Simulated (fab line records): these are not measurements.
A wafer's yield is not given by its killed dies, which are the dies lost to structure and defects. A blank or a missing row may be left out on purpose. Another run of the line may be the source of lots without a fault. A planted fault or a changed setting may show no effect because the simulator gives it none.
fab line records    flow nand_harc    part 2 of 2: steps 29 to 38 of 38
[record] lots = 5  wafers = 15  last_day = 30
route steps=1302 shown P_M0@278 P_M1@285
lots untouched by any fault: they come from a run of this same line in which no faults occurred
start_h: hours from the record's opening day to when the first of the lot's shown wafers began    wait_h: hours from the lot's prior step to this one    " unchanged from the row above    L1.1+2: one row covering several wafers at once    - no value, or no start given    * or withheld: withheld    < > ~ a bound
route shown NAME@n: a module of which the file shows steps, and the number in the route of the first    usual: the fault-free wafers' mean and standard deviation    same: alike in all rows    chamber/n: place in a boat    sites: each site's reading    _std_site: their standard deviation    _edge_site: mean of outer sites minus mean of inner sites    radius_mm: for every site, how far away it sits from the centre of the wafer    mask NAME#n: copy n    behind: the most recent tool/chamber to have shaped the wafer    hold: cause of the lot's hold/its duration in hours/its outcome    device: names the non-switching transistor (n, p or np)    end of line: at the end of the route, the tests of the same wafers    step lacking rows: just its recipe    killed: not the wafer's yield, but the dies lost to structure and defects at the first sort    map: a wafer's dies, marking killed ones x, the rest . and places with no die _
set.NAME: the setting that was run; set.NAME@STEP: the one run at that earlier step    model.NAME: the simulator's own value behind a step, which no gauge read
a table for each step, a row for each wafer; lots at some steps of the route
services: a tool's chamber out of use, with start hour (start_h, from the record's first day; less than 0 if before it), hours out, and reason
[[steps]]
[step NHARC_P_M1_PVD_20]
[recipe] target_thk_a = 50  bias_v = 168.6  power_w = 15000  chamber_pressure_pa = 0.12  time_s = 8.06  substrate_temp_c = 50  material = TaN
[usual] chamber_pressure_pa = 0.12003/0.00025  throttle_valve_pct = 30.1/0.64
[same] time_s = 8.06
lot.wafer  tool            chamber  start_h  wait_h  chamber_pressure_pa  throttle_valve_pct
L074.2     pvd_sputter-01  -        -        -       0.11985              29.7
L074.4     "               -        "        "       0.11966              31.2
L074.3     "               -        "        "       0.11967              29.4
L076.2     pvd_sputter-01  -        -        -       0.11975              29.4
L076.6     "               -        "        "       0.11992              31.0
L076.5     "               -        "        "       0.11967              29.2
L079.2     pvd_sputter-01  -        -        -       0.12025              29.1
L079.1     "               -        "        "       0.12009              31.1
L079.5     "               -        "        "       0.11974              29.3
L087.1     pvd_sputter-02  -        -        -       0.11993              30.2
L087.2     "               -        "        "       0.12009              30.1
L087.6     "               -        "        "       0.11982              30.1
L091.1     pvd_sputter-02  -        -        -       0.11958              30.6
L091.6     "               -        "        "       0.12009              29.3
L091.5     "               -        "        "       0.1194               30.6
[step NHARC_P_M1_PVD_21]
[recipe] target_thk_a = 300  chamber_pressure_pa = 5  power_w = 5000  substrate_temp_c = 30  time_s = 20.49  material = Cu
[usual] chamber_pressure_pa = 5.000/0.0099  throttle_valve_pct = 30.1/0.64
[same] time_s = 20.49
lot.wafer  tool            chamber  start_h  wait_h  chamber_pressure_pa  throttle_valve_pct
L074.2     pvd_sputter-01  -        -        -       5.008                29.3
L074.3     "               -        "        "       4.991                29.8
L074.4     "               -        "        "       5.019                30.9
L076.2     pvd_sputter-01  -        -        -       4.994                29.4
L076.6     "               -        "        "       4.991                29.3
L076.5     "               -        "        "       5.022                29.1
L079.2     pvd_sputter-01  -        -        -       5.006                31.1
L079.1     "               -        "        "       4.991                29.3
L079.5     "               -        "        "       4.990                30.9
L087.2     pvd_sputter-02  -        -        -       4.995                30.0
L087.1     "               -        "        "       5.006                30.0
L087.6     "               -        "        "       4.996                30.1
L091.1     pvd_sputter-02  -        -        -       4.995                29.6
L091.5     "               -        "        "       5.013                30.5
L091.6     "               -        "        "       5.009                30.2
[step NHARC_P_M1_ECD_22]
[recipe] target_thk_a = 4000  bath_temp_c = 25  material = Cu
[usual] bath_temp_c = 24.99/0.11
lot.wafer  tool       chamber  start_h  wait_h  bath_temp_c
L074.2     ecd_cu-01  1        136.51   -       25.05
L074.3     "          1        "        "       24.95
L074.4     "          0        "        "       25.02
L076.2     ecd_cu-02  1        151.82   -       25.01
L076.5     "          0        "        "       24.91
L076.6     "          1        "        "       24.99
L079.1     ecd_cu-01  1        181.52   -       25.20
L079.2     "          0        "        "       24.89
L079.5     "          0        "        "       24.93
L087.1     ecd_cu-02  0        255.14   -       24.97
L087.2     "          1        "        "       24.79
L087.6     "          1        "        "       24.83
L091.1     ecd_cu-01  1        297.50   -       25.02
L091.6     "          0        "        "       24.97
L091.5     "          1        "        "       24.81
[step NHARC_P_M1_ANNEAL_31]
[recipe] temp_c = 225  time_s = 90
[usual] anneal_temp_c_max = 226.30/0.27  wafer_temp_C_max = 226.0/0.39
[same] time_s = 90
lot.wafer  tool           chamber  start_h  wait_h  anneal_temp_c_max  wafer_temp_C_max
L074.2     rtp_anneal-01  0        136.94   0.4     226.46             226.0
L074.3     "              0        "        "       226.23             226.0
L074.4     "              0        "        "       226.84             225.8
L076.2     rtp_anneal-02  0        152.20   -       225.96             225.6
L076.5     "              0        "        "       226.09             225.4
L076.6     "              0        "        "       226.62             225.5
L079.1     rtp_anneal-01  0        181.90   -       226.68             226.3
L079.2     "              0        "        "       226.39             226.2
L079.5     "              0        "        "       226.35             226.4
L087.1     rtp_anneal-02  0        255.52   0.3     226.65             225.7
L087.2     "              0        "        "       226.36             225.6
L087.6     "              0        "        "       226.28             225.4
L091.1     rtp_anneal-01  0        297.83   -       225.95             226.7
L091.5     "              0        "        "       226.24             226.3
L091.6     "              0        "        "       226.49             226.5
[step NHARC_P_M1_CMP_23]
[recipe] t_overpolish_s = 20  target_thk_nm = 157.82
[usual] motor_current_A = 11.9/1.1  retaining_ring_pressure_frac = 1.000/0.0043  time_to_endpoint_s = 28.8/2.9
lot.wafer  tool    chamber  start_h  wait_h  motor_current_A  retaining_ring_pressure_frac  time_to_endpoint_s
L074.3     cmp-03  1        137.24   -       10.7             1.003                         22.1
L074.2     "       2        "        "       13.1             1.000                         26.6
L074.4     "       3        "        "       9.1              0.999                         29.6
L076.2     cmp-03  0        152.49   -       12.7             0.998                         27.1
L076.6     "       0        "        "       13.4             1.004                         27.2
L076.5     "       1        "        "       10.6             1.002                         26.6
L079.1     cmp-03  2        182.27   -       12.2             0.993                         32.2
L079.2     "       0        "        "       14.0             1.007                         27.9
L079.5     "       2        "        "       12.4             0.997                         30.9
L087.2     cmp-04  2        255.86   -       11.5             0.991                         32.8
L087.1     "       1        "        "       12.4             1.000                         27.6
L087.6     "       2        "        "       11.5             0.997                         31.9
L091.1     cmp-04  2        298.17   -       11.2             1.001                         31.9
L091.6     "       2        "        "       11.8             1.005                         30.3
L091.5     "       3        "        "       12.3             0.997                         26.7
[step NHARC_P_M1_THK_MEAS_24]
[recipe] thk_meas_gauge = xrf
[usual] thk_nm = 158.0/1.6
lot.wafer  tool           chamber  start_h  wait_h  thk_nm
L074.2     film_metro-02  -        137.55   -       159.4
L074.3     "              -        "        "       156.5
L074.4     "              -        "        "       155.6
L076.2     film_metro-02  -        152.81   -       158.5
L076.5     "              -        "        "       156.2
L076.6     "              -        "        "       159.7
L079.1     film_metro-01  -        182.56   -       158.5
L079.2     "              -        "        "       157.5
L079.5     "              -        "        "       159.4
L087.1     film_metro-02  -        256.18   -       155.9
L087.2     "              -        "        "       157.1
L087.6     "              -        "        "       158.7
L091.1     film_metro-01  -        298.49   -       159.8
L091.5     "              -        "        "       157.9
L091.6     "              -        "        "       158.6
[step NHARC_P_M1_SRD_25]
lot.wafer   tool          chamber  start_h  wait_h
L074.2+4+3  wet_bench-08  2,4,5    137.60   0.0
L076.5+2+6  wet_bench-08  1,2,4    152.87   0.1
L079.1+2+5  wet_bench-10  6,0,1    182.61   0.0
L087.6+1+2  wet_bench-08  0,2,4    256.22   0.0
L091.6+1+5  wet_bench-10  0,2,5    298.53   0.0
[step NHARC_P_M1_INSPECT_27]
[usual] raw_defect_count = 287/100
lot.wafer  tool               chamber  start_h  wait_h  raw_defect_count
L074.2     defect_inspect-02  -        137.71   0.0     210
L074.3     "                  -        "        "       246
L074.4     "                  -        "        "       310
L076.2     defect_inspect-02  -        152.99   0.0     409
L076.5     "                  -        "        "       248
L076.6     "                  -        "        "       308
L079.1     defect_inspect-01  -        182.71   0.0     411
L079.2     "                  -        "        "       281
L079.5     "                  -        "        "       449
L087.1     defect_inspect-02  -        256.34   0.0     154
L087.2     "                  -        "        "       259
L087.6     "                  -        "        "       201
L091.1     defect_inspect-01  -        298.65   0.0     362
L091.5     "                  -        "        "       290
L091.6     "                  -        "        "       424
[step NHARC_P_M1_PRE_CLEAN_32]
[recipe] time_s = 12  temp_c = 370  rf_power_w = 300  gas = NH3
[usual] heater_power_w = 664/84
[same] time_s = 12
lot.wafer  tool      chamber  start_h  wait_h  heater_power_w
L074.2     pecvd-02  2        137.78   0.1     554
L074.3     "         1        "        "       558
L074.4     "         1        "        "       541
L076.2     pecvd-01  1        153.09   0.1     741
L076.5     "         0        "        "       796
L076.6     "         1        "        "       736
L079.2     pecvd-02  2        182.78   0.1     461
L079.1     "         0        "        "       605
L079.5     "         2        "        "       472
L087.1     pecvd-01  0        256.40   0.1     799
L087.2     "         1        "        "       635
L087.6     "         2        "        "       647
L091.1     pecvd-01  0        298.72   0.1     848
L091.5     "         1        "        "       725
L091.6     "         2        "        "       690
[step NHARC_P_M1_DEP_33]
[recipe] target_thk_a = 300  temp_c = 370  target_thk_nm = 30  pressure_torr = 3  flow_sccm = 200  rf_w = 450  material = SiCN
[usual] heater_power_w = 619/79
lot.wafer  tool      chamber  start_h  wait_h  heater_power_w
L074.2     pecvd-02  2        137.86   0.1     453
L074.3     "         1        "        "       527
L074.4     "         1        "        "       525
L076.2     pecvd-01  1        153.23   0.1     583
L076.5     "         0        "        "       766
L076.6     "         1        "        "       582
L079.2     pecvd-02  2        182.86   0.1     496
L079.1     "         0        "        "       588
L079.5     "         2        "        "       510
L087.1     pecvd-01  0        256.48   0.1     794
L087.2     "         1        "        "       643
L087.6     "         2        "        "       610
L091.1     pecvd-01  0        298.80   0.1     758
L091.5     "         1        "        "       687
L091.6     "         2        "        "       660
[[services]]
tool            chamber  start_h  hours  kind
cmp-04          -        111.02   4.0    pm
wet_bench-08    -        118.40   8.0    pm
cmp-03          -        121.71   1.8    repair
pecvd-01        -        130.30   13.0   pm
wet_bench-10    -        135.20   8.0    pm
rie_diel-03     3        136.12   1.7    repair
rie_diel-09     -        143.10   9.0    pm
rie_diel-03     1        151.46   1.2    repair
litho_track-01  -        155.00   7.0    pm
cmp-03          -        162.00   4.0    pm
rie_diel-03     3        198.40   5.8    repair
litho_track-04  -        203.00   7.0    pm
rie_diel-09     2        218.79   4.5    repair
pvd_sputter-01  -        226.00   10.0   pm
pecvd-01        -        228.94   0.6    repair
pecvd-02        -        229.34   13.0   pm
pecvd-01        0        232.96   16.8   repair
pvd_sputter-02  -        235.94   1.2    repair
rie_diel-09     0        239.80   1.7    repair
rie_diel-03     -        281.30   9.0    pm
pvd_sputter-02  -        282.00   10.0   pm
pvd_sputter-01  -        293.84   4.3    repair
wet_bench-08    -        294.40   8.0    pm
pecvd-02        2        297.89   1.9    repair
